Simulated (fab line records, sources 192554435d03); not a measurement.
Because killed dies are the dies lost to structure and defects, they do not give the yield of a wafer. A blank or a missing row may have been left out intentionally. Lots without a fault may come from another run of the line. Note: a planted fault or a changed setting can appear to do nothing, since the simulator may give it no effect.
The tool behind it: which one? -- flow n5_finfet -- 23 lots, 69 wafers sampled, at 6 steps of a route of 1938

== WHAT THE GAUGES SHOWED, per wafer ==
The record lacks any reading of a measuring or inspecting step that a usual standard deviation could be used to judge.

== EACH LOT AND THE TOOL THAT RAN IT (in order: tool; ch and the chambers of the sampled wafers; start) ==
lot,N5_BEOL_M1_ETCHBACK_99,N5_BEOL_M1_STRIP_36,N5_BEOL_M1_SPUTTER_48,N5_BEOL_M1_ANNEAL_49,N5_BEOL_M1_SPUTTER_81,N5_BEOL_M1_SPUTTER_92
L074,"rie_diel-02 ch 1,3, day 6 12:22","rie_diel-02 ch 1,3, day 6 12:33","pvd_sputter-01, day 6 14:20","pvd_sputter-01, day 6 14:25","pvd_sputter-01, day 6 14:47","pvd_sputter-01, day 6 15:40"
L075,"rie_diel-02 ch 0,2, day 6 20:52","rie_diel-02 ch 0,2, day 6 21:04","pvd_sputter-02, day 6 22:08","pvd_sputter-02, day 6 22:13","pvd_sputter-02, day 6 22:35","pvd_sputter-02, day 6 23:28"
L077,"rie_diel-03 ch 1,2,3, day 6 20:54","rie_diel-03 ch 1,2,3, day 6 21:05","pvd_sputter-01, day 6 22:34","pvd_sputter-01, day 6 22:39","pvd_sputter-01, day 6 23:01","pvd_sputter-01, day 6 23:53"
L076,"rie_diel-02 ch 1,2,3, day 7 00:38","rie_diel-02 ch 1,2,3, day 7 00:50","pvd_sputter-03, day 7 02:54","pvd_sputter-03, day 7 02:59","pvd_sputter-03, day 7 03:23","pvd_sputter-03, day 7 04:20"
L078,"rie_diel-03 ch 0,2, day 7 08:32","rie_diel-03 ch 0,2, day 7 08:44","pvd_sputter-03, day 7 10:11","pvd_sputter-03, day 7 10:16","pvd_sputter-03, day 7 10:37","pvd_sputter-03, day 7 11:30"
L079,"rie_diel-06 ch 0,1,2, day 7 11:16","rie_diel-06 ch 0,1,2, day 7 11:28","pvd_sputter-02, day 7 12:50","pvd_sputter-02, day 7 12:55","pvd_sputter-02, day 7 13:17","pvd_sputter-02, day 7 14:10"
L081,"rie_diel-03 ch 0,1, day 8 06:19","rie_diel-03 ch 0,1, day 8 06:31","pvd_sputter-03, day 8 07:58","pvd_sputter-03, day 8 08:03","pvd_sputter-03, day 8 08:25","pvd_sputter-03, day 8 09:17"
L080,"rie_diel-06 ch 0,2,3, day 8 07:44","rie_diel-06 ch 0,2,3, day 8 07:56","pvd_sputter-02, day 8 09:45","pvd_sputter-02, day 8 09:50","pvd_sputter-02, day 8 10:11","pvd_sputter-02, day 8 11:04"
L082,"rie_diel-03 ch 1,2, day 8 15:54","rie_diel-03 ch 1,2, day 8 16:06","pvd_sputter-02, day 8 17:26","pvd_sputter-02, day 8 17:31","pvd_sputter-02, day 8 17:53","pvd_sputter-02, day 8 18:46"
L083,"rie_diel-02 ch 0,1,2, day 8 16:02","rie_diel-02 ch 0,1,2, day 8 16:14","pvd_sputter-01, day 8 17:42","pvd_sputter-01, day 8 17:47","pvd_sputter-01, day 8 18:08","pvd_sputter-01, day 8 19:01"
L084,"rie_diel-02 ch 0,1, day 8 18:40","rie_diel-02 ch 0,1, day 8 18:52","pvd_sputter-03, day 8 20:23","pvd_sputter-03, day 8 20:28","pvd_sputter-03, day 8 20:50","pvd_sputter-03, day 8 21:43"
L085,"rie_diel-06 ch 1,2,3, day 8 23:55","rie_diel-06 ch 1,2,3, day 9 00:06","pvd_sputter-01, day 9 01:29","pvd_sputter-01, day 9 01:34","pvd_sputter-01, day 9 01:56","pvd_sputter-01, day 9 02:49"
L086,"rie_diel-03 ch 0,1,2, day 9 07:54","rie_diel-03 ch 0,1,2, day 9 08:06","pvd_sputter-03, day 9 10:08","pvd_sputter-03, day 9 10:13","pvd_sputter-03, day 9 10:34","pvd_sputter-03, day 9 11:27"
L088,"rie_diel-02 ch 1,2,3, day 9 18:38","rie_diel-02 ch 1,2,3, day 9 18:49","pvd_sputter-01, day 9 20:48","pvd_sputter-01, day 9 20:53","pvd_sputter-01, day 9 21:14","pvd_sputter-01, day 9 22:07"
L087,"rie_diel-03 ch 0,1,3, day 9 22:08","rie_diel-03 ch 0,1,3, day 9 22:20","pvd_sputter-03, day 9 23:38","pvd_sputter-03, day 9 23:43","pvd_sputter-03, day 10 00:05","pvd_sputter-03, day 10 00:58"
L089,"rie_diel-03 ch 0,1,3, day 10 15:49","rie_diel-03 ch 0,1,3, day 10 16:01","pvd_sputter-01, day 10 17:39","pvd_sputter-01, day 10 17:44","pvd_sputter-01, day 10 18:05","pvd_sputter-01, day 10 18:58"
L090,"rie_diel-03 ch 1,2, day 11 06:55","rie_diel-03 ch 1,2, day 11 07:07","pvd_sputter-01, day 11 08:15","pvd_sputter-01, day 11 08:20","pvd_sputter-01, day 11 08:41","pvd_sputter-01, day 11 09:34"
L092,"rie_diel-03 ch 0,1,2, day 11 15:31","rie_diel-03 ch 0,1,2, day 11 15:42","pvd_sputter-03, day 11 16:44","pvd_sputter-03, day 11 16:49","pvd_sputter-03, day 11 17:10","pvd_sputter-03, day 11 18:03"
L094,"rie_diel-02 ch 0,1,2, day 12 03:13","rie_diel-02 ch 0,1,2, day 12 03:25","pvd_sputter-03, day 12 04:52","pvd_sputter-03, day 12 04:56","pvd_sputter-03, day 12 05:18","pvd_sputter-03, day 12 06:11"
L093,"rie_diel-02 ch 0,1,3, day 12 06:16","rie_diel-02 ch 0,1,3, day 12 06:28","pvd_sputter-03, day 12 07:26","pvd_sputter-03, day 12 07:31","pvd_sputter-03, day 12 07:52","pvd_sputter-03, day 12 08:45"
L091,"rie_diel-06 ch 2,3, day 12 10:50","rie_diel-06 ch 2,3, day 12 11:02","pvd_sputter-01, day 12 12:05","pvd_sputter-01, day 12 12:10","pvd_sputter-01, day 12 12:32","pvd_sputter-01, day 12 13:25"
L096,"rie_diel-02 ch 0,1,2, day 12 14:24","rie_diel-02 ch 0,1,2, day 12 14:36","pvd_sputter-03, day 12 17:30","pvd_sputter-03, day 12 17:35","pvd_sputter-03, day 12 17:56","pvd_sputter-03, day 12 18:49"
L097,"rie_diel-06 ch 0,1,2, day 12 20:26","rie_diel-06 ch 0,1,2, day 12 20:38","pvd_sputter-03, day 12 22:37","pvd_sputter-03, day 12 22:42","pvd_sputter-03, day 12 23:04","pvd_sputter-03, day 12 23:56"
- N5_BEOL_M1_ETCHBACK_99: etches SiO2 in CHF3, target depth 5 nm, time 10.4 s.
- N5_BEOL_M1_STRIP_36: strips in N2/H2.
- N5_BEOL_M1_SPUTTER_48: material Cu, target thk 4.5 nm, time 8.29 s.
- N5_BEOL_M1_ANNEAL_49: time 240 s.
- N5_BEOL_M1_SPUTTER_81: material Cu, target thk 4.5 nm, time 8.29 s.
- N5_BEOL_M1_SPUTTER_92: material Cu, target thk 4.5 nm, time 8.29 s.

== WHAT THE TOOLS THEMSELVES READ (means of the sampled wafers that have a number; where no wafer has one, the mark that the record gives instead) ==
N5_BEOL_M1_ETCHBACK_99. Usual: drypump_motor_current_A 5.7 A, standard deviation 0.45; oes_product_au 0.81 a.u., standard deviation 0.096; rf_vpp_V 240.3 V, standard deviation 2.4; showerhead_plenum_p_Torr 2.16 Torr, standard deviation 0.076; throttle_valve_pct 17.08 %, standard deviation 0.23.
lot,tool,drypump_motor_current_A (A),oes_product_au (a.u.),rf_vpp_V (V),showerhead_plenum_p_Torr (Torr),throttle_valve_pct (%),flag
L074,rie_diel-02,6.0,0.84,238.5,2.13,17.17,
L075,rie_diel-02,5.8,0.90,239.5,2.16,16.98,
L077,rie_diel-03,5.6,0.80,243.2,2.18,17.07,
L076,rie_diel-02,6.0,0.82,239.8,2.18,17.10,
L078,rie_diel-03,5.1,0.75,239.4,2.06,17.13,
L079,rie_diel-06,5.8,0.82,239.2,2.14,17.07,
L081,rie_diel-03,5.6,0.76,243.0,2.18,17.09,
L080,rie_diel-06,5.7,0.80,238.3,2.11,17.06,
L082,rie_diel-03,5.8,0.71,242.1,2.16,17.23,
L083,rie_diel-02,6.0,0.85,238.4,2.19,16.97,
L084,rie_diel-02,6.1,0.91,238.8,2.18,16.86,
L085,rie_diel-06,5.8,0.71,239.6,2.14,17.26,
L086,rie_diel-03,5.3,0.74,241.0,2.12,17.13,
L088,rie_diel-02,6.1,0.80,238.9,2.17,17.14,
L087,rie_diel-03,5.4,0.82,241.8,2.20,16.97,
L089,rie_diel-03,5.5,0.81,242.0,2.20,17.00,
L090,rie_diel-03,5.8,0.80,243.6,2.24,17.12,
L092,rie_diel-03,5.4,0.83,241.5,2.20,17.01,
L094,rie_diel-02,6.0,0.82,239.5,2.18,17.02,
L093,rie_diel-02,5.9,0.84,239.3,2.13,17.09,
L091,rie_diel-06,5.8,0.70,238.4,2.11,17.28,
L096,rie_diel-02,6.0,0.82,239.0,2.18,17.03,
L097,rie_diel-06,5.8,0.77,238.9,2.12,17.12,

N5_BEOL_M1_STRIP_36. Usual: drypump_motor_current_A 5.7 A, standard deviation 0.45; oes_product_au 0.81 a.u., standard deviation 0.096; rf_vpp_V 59.3 V, standard deviation 1.5; showerhead_plenum_p_Torr 2.55 Torr, standard deviation 0.092; throttle_valve_pct 23.64 %, standard deviation 0.25.
lot,tool,drypump_motor_current_A (A),oes_product_au (a.u.),rf_vpp_V (V),showerhead_plenum_p_Torr (Torr),throttle_valve_pct (%),flag
L074,rie_diel-02,6.0,0.84,60.3,2.51,23.78,
L075,rie_diel-02,5.8,0.89,58.3,2.54,23.46,
L077,rie_diel-03,5.6,0.81,58.8,2.58,23.70,
L076,rie_diel-02,6.1,0.82,60.3,2.56,23.67,
L078,rie_diel-03,5.1,0.76,59.4,2.43,23.60,
L079,rie_diel-06,5.8,0.81,59.3,2.51,23.60,
L081,rie_diel-03,5.7,0.77,60.4,2.57,23.72,
L080,rie_diel-06,5.7,0.80,58.5,2.48,23.53,
L082,rie_diel-03,5.8,0.71,60.7,2.54,23.89,
L083,rie_diel-02,6.0,0.85,59.6,2.57,23.53,
L084,rie_diel-02,6.1,0.91,59.3,2.55,23.57,
L085,rie_diel-06,5.8,0.72,59.3,2.52,23.76,
L086,rie_diel-03,5.4,0.75,59.6,2.49,23.67,
L088,rie_diel-02,6.1,0.80,56.9,2.56,23.70,
L087,rie_diel-03,5.4,0.81,59.2,2.60,23.54,
L089,rie_diel-03,5.5,0.82,58.8,2.60,23.57,
L090,rie_diel-03,5.8,0.81,58.8,2.64,23.85,
L092,rie_diel-03,5.3,0.82,57.7,2.59,23.64,
L094,rie_diel-02,6.0,0.83,57.5,2.56,23.55,
L093,rie_diel-02,5.9,0.83,59.1,2.50,23.69,
L091,rie_diel-06,5.8,0.70,60.0,2.49,23.72,
L096,rie_diel-02,6.0,0.81,58.7,2.56,23.56,
L097,rie_diel-06,5.8,0.76,57.5,2.50,23.63,

N5_BEOL_M1_SPUTTER_48. Usual: chuck_sensor_temp_C -16.2 C, standard deviation 0.74; susceptor_temp_C -20.03 C, standard deviation 0.12; throttle_valve_pct 30.0 %, standard deviation 1.2.
lot,tool,chuck_sensor_temp_C (C),susceptor_temp_C (C),throttle_valve_pct (%),flag
L074,pvd_sputter-01,-17.1,-19.94,29.5,
L075,pvd_sputter-02,-15.9,-20.05,29.5,
L077,pvd_sputter-01,-17.2,-20.03,30.0,
L076,pvd_sputter-03,-16.3,-20.04,30.9,
L078,pvd_sputter-03,-16.3,-20.02,31.0,
L079,pvd_sputter-02,-15.9,-20.09,30.5,
L081,pvd_sputter-03,-17.2,-19.84,30.6,
L080,pvd_sputter-02,-15.8,-20.15,30.1,
L082,pvd_sputter-02,-15.5,-20.08,30.9,
L083,pvd_sputter-01,-16.5,-19.99,29.2,
L084,pvd_sputter-03,-15.8,-20.03,30.3,
L085,pvd_sputter-01,-16.5,-20.06,29.4,
L086,pvd_sputter-03,-15.9,-20.00,30.1,
L088,pvd_sputter-01,-16.6,-19.99,29.2,
L087,pvd_sputter-03,-16.0,-20.05,30.1,
L089,pvd_sputter-01,-16.6,-19.94,29.1,
L090,pvd_sputter-01,-16.5,-20.08,29.5,
L092,pvd_sputter-03,-16.2,-20.04,30.8,
L094,pvd_sputter-03,-15.9,-20.05,30.2,
L093,pvd_sputter-03,-15.9,-19.98,30.1,
L091,pvd_sputter-01,-16.5,-20.17,29.6,
L096,pvd_sputter-03,-15.8,-20.11,29.9,
L097,pvd_sputter-03,-15.8,-20.14,30.1,

N5_BEOL_M1_ANNEAL_49. Usual: heater_power_w 863 W, standard deviation 93; susceptor_temp_C 400.01 C, standard deviation 0.24; susceptor_temp_C_max 401.0, standard deviation 0.41.
lot,tool,heater_power_w (W),susceptor_temp_C (C),susceptor_temp_C_max,flag
L074,pvd_sputter-01,834,400.07,401.7,
L075,pvd_sputter-02,973,399.87,400.4,
L077,pvd_sputter-01,820,400.00,401.1,
L076,pvd_sputter-03,876,400.27,401.2,
L078,pvd_sputter-03,879,400.14,400.9,
L079,pvd_sputter-02,930,400.01,400.7,
L081,pvd_sputter-03,944,400.00,400.9,
L080,pvd_sputter-02,994,400.05,400.8,
L082,pvd_sputter-02,949,400.16,401.0,
L083,pvd_sputter-01,808,400.24,401.4,
L084,pvd_sputter-03,792,399.82,400.7,
L085,pvd_sputter-01,888,400.10,401.3,
L086,pvd_sputter-03,809,400.04,400.8,
L088,pvd_sputter-01,809,400.04,401.3,
L087,pvd_sputter-03,791,400.16,400.9,
L089,pvd_sputter-01,806,400.16,401.4,
L090,pvd_sputter-01,791,399.99,401.3,
L092,pvd_sputter-03,875,399.91,400.6,
L094,pvd_sputter-03,798,399.97,400.6,
L093,pvd_sputter-03,799,399.92,400.7,
L091,pvd_sputter-01,889,399.77,401.0,
L096,pvd_sputter-03,804,400.30,401.1,
L097,pvd_sputter-03,797,399.75,400.6,

N5_BEOL_M1_SPUTTER_81. Usual: chuck_sensor_temp_C -16.2 C, standard deviation 0.75; susceptor_temp_C -20.01 C, standard deviation 0.11; throttle_valve_pct 30.0 %, standard deviation 1.2.
lot,tool,chuck_sensor_temp_C (C),susceptor_temp_C (C),throttle_valve_pct (%),flag
L074,pvd_sputter-01,-17.1,-20.03,29.5,
L075,pvd_sputter-02,-15.8,-19.94,29.5,
L077,pvd_sputter-01,-17.0,-19.97,30.0,
L076,pvd_sputter-03,-16.2,-19.92,30.9,
L078,pvd_sputter-03,-16.2,-20.02,30.8,
L079,pvd_sputter-02,-15.8,-19.92,30.6,
L081,pvd_sputter-03,-17.0,-20.17,30.3,
L080,pvd_sputter-02,-15.8,-20.02,30.1,
L082,pvd_sputter-02,-15.7,-20.09,30.9,
L083,pvd_sputter-01,-16.7,-20.16,29.1,
L084,pvd_sputter-03,-15.9,-20.07,30.1,
L085,pvd_sputter-01,-16.5,-19.98,29.5,
L086,pvd_sputter-03,-15.8,-19.99,30.2,
L088,pvd_sputter-01,-16.6,-19.95,29.2,
L087,pvd_sputter-03,-15.8,-20.06,30.1,
L089,pvd_sputter-01,-16.6,-19.96,29.0,
L090,pvd_sputter-01,-16.6,-20.00,29.4,
L092,pvd_sputter-03,-16.3,-20.02,30.8,
L094,pvd_sputter-03,-15.9,-20.05,30.2,
L093,pvd_sputter-03,-15.8,-20.01,30.1,
L091,pvd_sputter-01,-16.5,-19.99,29.5,
L096,pvd_sputter-03,-16.0,-20.13,29.9,
L097,pvd_sputter-03,-15.9,-19.98,30.1,

N5_BEOL_M1_SPUTTER_92. Usual: chuck_sensor_temp_C -16.2 C, standard deviation 0.74; susceptor_temp_C -19.98 C, standard deviation 0.11; throttle_valve_pct 30.0 %, standard deviation 1.2.
lot,tool,chuck_sensor_temp_C (C),susceptor_temp_C (C),throttle_valve_pct (%),flag
L074,pvd_sputter-01,-17.0,-20.06,29.6,
L075,pvd_sputter-02,-15.8,-19.93,29.5,
L077,pvd_sputter-01,-17.0,-20.07,29.8,
L076,pvd_sputter-03,-16.2,-20.04,31.0,
L078,pvd_sputter-03,-16.3,-19.92,30.8,
L079,pvd_sputter-02,-15.8,-19.93,30.7,
L081,pvd_sputter-03,-17.1,-19.96,30.4,
L080,pvd_sputter-02,-15.8,-20.03,30.0,
L082,pvd_sputter-02,-15.5,-20.01,31.0,
L083,pvd_sputter-01,-16.5,-20.00,29.1,
L084,pvd_sputter-03,-15.9,-20.03,29.9,
L085,pvd_sputter-01,-16.5,-19.91,29.5,
L086,pvd_sputter-03,-15.8,-20.02,30.2,
L088,pvd_sputter-01,-16.7,-20.03,29.1,
L087,pvd_sputter-03,-15.9,-20.02,30.3,
L089,pvd_sputter-01,-16.7,-19.98,29.1,
L090,pvd_sputter-01,-16.5,-20.02,29.5,
L092,pvd_sputter-03,-16.2,-20.01,30.9,
L094,pvd_sputter-03,-15.9,-19.93,30.1,
L093,pvd_sputter-03,-15.8,-19.97,30.2,
L091,pvd_sputter-01,-16.6,-19.98,29.4,
L096,pvd_sputter-03,-15.9,-19.91,30.1,
L097,pvd_sputter-03,-15.8,-20.14,30.1,

== THE ANSWER, worked out from the rows above alone ==
Rule: a lot is off if the mean of its wafers that have a number lies more than 3 standard deviations from the usual mean. A lot without any number at a reading at which 4 lots or more have one is off too. The other lots that the step has rows for count as sound. First the gauges in route order, then the tools' own readings, where a lot's mean is used as printed above. At the first step where some lot is off, the reading lying furthest off is the one used; lots without a number count as furthest.
Nothing can be told from this: no lot is off at any reading shown.

== WHAT THE SIMULATOR HAD INSERTED ==
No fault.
